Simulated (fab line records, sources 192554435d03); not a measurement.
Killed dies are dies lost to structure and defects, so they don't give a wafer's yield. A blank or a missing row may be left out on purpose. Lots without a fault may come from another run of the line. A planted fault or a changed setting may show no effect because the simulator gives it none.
Problem report in the 8D (eight disciplines) form, filled by code | flow n5_finfet | the parts of the form that need people (team, actions taken, sign-off) are left out

1. THE PROBLEM
spin_speed_rpm at N5_MOL_CONTACT_COAG_COAT_104 reads a mean of 1432.9 rpm on 6 wafers of 2 lots; wafers without a fault read 1500.0 rpm with a standard deviation of 1.2. That is -56 standard deviations from the usual mean.
The step: time 60 s, resist thk 12 nm.
First seen on wafer L168.2, day 7 00:37, on litho_track-05. The record holds 27 wafers of 9 lots with a number at this step. Rule for "out", or "out of limits": more than 4 standard deviations from the usual mean. The other wafers with a number count as sound.

2. WHAT IT IS AND WHAT IT IS NOT
question                    | is                     | is not
which readings at this step | spin_speed_rpm         | exhaust_pa
which lots                  | L168, L169             | L158, L159, L160, L164, L171, L176, L178
which wafers of those lots  | all that have a number | -
read on which tools         | litho_track-05         | litho_track-02, litho_track-03
when                        | from day 7 00:37       | up to then (12 sound wafers); but 9 sound wafers of L171, L176, L178 came after

3. SUSPECTS, AND WHAT RULES EACH OUT
Counting: a tool at a process step up to the reading stays a suspect if it ran every lot that is out and no sound lot after the first of them.
- litho_track-05 at N5_MOL_CONTACT_COAG_COAT_104 (time 60 s, resist thk 12 nm): kept. It ran every lot that is out, first L168 (day 7 00:37), and no sound lot after that; its last sound lot up to then is L164 (day 6 06:55). Its own readings are out on those wafers: spin_speed_rpm.
Left after counting: litho_track-05 at N5_MOL_CONTACT_COAG_COAT_104.

4. THE CAUSE (what the simulator had put in)
Process parameter drift: litho_track-05, from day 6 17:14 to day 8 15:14, at N5_MOL_CONTACT_COAG_COAT_104. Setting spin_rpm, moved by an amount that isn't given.
Counting left only this tool.

5. THE CHAIN OF EFFECTS, in route order
Each row: a reading whose mean over the struck wafers that have a number lies more than 3 standard deviations from the usual. Only readings for which the record gives a usual standard deviation are gone through. hours: the time from each lot's start at the first step in this table that gives one to its start at this step, as a median over the lots. sigmas: the change in usual standard deviations.
hours | step                         | reading        | usual      | on struck wafers | change | sigmas
0     | N5_MOL_CONTACT_COAG_COAT_104 | spin_speed_rpm | 1500.0 rpm | 1432.9           | -67.1  | -56
The process steps in it:
- N5_MOL_CONTACT_COAG_COAT_104: time 60 s, resist thk 12 nm.
Later measuring or inspecting steps at which every struck wafer that the step has a row for has a number for every such reading, and none has moved that far: N5_BEOL_M4_RC_MEAS_101.

6. WHAT WOULD HAVE CAUGHT IT SOONER
In this record the first reading out of limits was taken at day 7 00:37, 7 hours after the fault began at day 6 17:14.
